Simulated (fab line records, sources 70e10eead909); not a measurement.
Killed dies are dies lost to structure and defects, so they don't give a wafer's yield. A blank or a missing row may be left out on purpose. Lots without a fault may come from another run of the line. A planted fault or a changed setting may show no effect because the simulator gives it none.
Problem report in the 8D (eight disciplines) form, filled by code | flow nand_harc | the parts of the form that need people (team, actions taken, sign-off) are left out

1. THE PROBLEM
oes_product_au at NHARC_THIN_TSV_ETCH_59 reads a mean of 0.942 a.u. on 1 wafer of 1 lot; wafers without a fault read 1.002 a.u. with a standard deviation of 0.0083. That is -7.2 standard deviations from the usual mean.
The step: etches the open film in Cl2/BCl3, target depth 880 nm, time 138.1 s.
First seen on wafer L474.1, day 31 21:14, on rie_metal-02. The record holds 39 wafers of 13 lots with a number at this step. Rule for "out", or "out of limits": more than 4 standard deviations from the usual mean. The other wafers with a number count as sound.

2. WHAT IT IS AND WHAT IT IS NOT
question                    | is                | is not
which readings at this step | oes_product_au    | chamber_pressure_mTorr, drypump_motor_current_A, throttle_valve_pct
which lots                  | L474              | L457, L458, L459, L460, L461, L462, L464, L465, L467, L468, L478, L479
which wafers of those lots  | L474.1            | L474.4, L474.6
read on which tools         | rie_metal-02      | rie_metal-01, rie_metal-03
when                        | from day 31 21:14 | up to then (32 sound wafers); but 6 sound wafers of L478, L479 came after

3. SUSPECTS, AND WHAT RULES EACH OUT
Counting: a tool at a process step up to the reading stays a suspect if it ran every lot that is out. Sound lots after the first of them don't rule it out here, since some wafers of a struck lot are sound.
- plasma_asher-02 at NHARC_THIN_TSV_STRIP_62 (strips in N2/H2, time 20 s): kept. It ran the lot that is out, L474 (day 31 17:40); its last sound lot up to then is L468 (day 27 16:45).
- pvd_sputter-02 at NHARC_THIN_TSV_DEGAS_49 (time 120 s): kept. It ran the lot that is out, L474 (day 31 17:49); its last sound lot up to then is L461 (day 25 08:08).
- pvd_sputter-02 at NHARC_THIN_TSV_PRE_CLEAN_50 (time 30 s): kept. It ran the lot that is out, L474 (day 31 21:14); its last sound lot up to then is L461 (day 25 11:33). NHARC_THIN_TSV_PRE_CLEAN_50 gives no start for some lots, so the hours and the order of its lots are those of NHARC_THIN_TSV_ETCH_59.
- rie_metal-02 at NHARC_THIN_TSV_ETCH_59 (etches the open film in Cl2/BCl3, target depth 880 nm, time 138.1 s): kept. It ran the lot that is out, L474 (day 31 21:14); its last sound lot up to then is L464 (day 27 19:06). Its own readings are out on those wafers: oes_product_au.
- Within plasma_asher-02 at NHARC_THIN_TSV_STRIP_62: the wafers that are out ran in chamber 0; their sound lot-mates ran in chamber 1.
Left after counting: plasma_asher-02 at NHARC_THIN_TSV_STRIP_62, pvd_sputter-02 at NHARC_THIN_TSV_DEGAS_49, pvd_sputter-02 at NHARC_THIN_TSV_PRE_CLEAN_50, rie_metal-02 at NHARC_THIN_TSV_ETCH_59.

4. THE CAUSE (what the simulator had put in)
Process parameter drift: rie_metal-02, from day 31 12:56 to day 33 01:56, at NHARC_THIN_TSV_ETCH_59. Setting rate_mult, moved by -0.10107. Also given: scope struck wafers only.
Counting left 4 suspects, and this tool is among them.

5. THE CHAIN OF EFFECTS, in route order
Each row: a reading whose mean over the struck wafers that have a number lies more than 3 standard deviations from the usual. Only readings for which the record gives a usual standard deviation are gone through. hours: the time from each lot's start at the first step in this table that gives one to its start at this step, as a median over the lots. sigmas: the change in usual standard deviations.
hours | step                   | reading        | usual      | on struck wafers | change | sigmas
0     | NHARC_THIN_TSV_ETCH_59 | oes_product_au | 1.002 a.u. | 0.942            | -0.060 | -7.2
The process steps in it:
- NHARC_THIN_TSV_ETCH_59: etches the open film in Cl2/BCl3, target depth 880 nm, time 138.1 s.

6. WHAT WOULD HAVE CAUGHT IT SOONER
In this record the first reading out of limits was taken at day 31 21:14, 8 hours after the fault began at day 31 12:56.
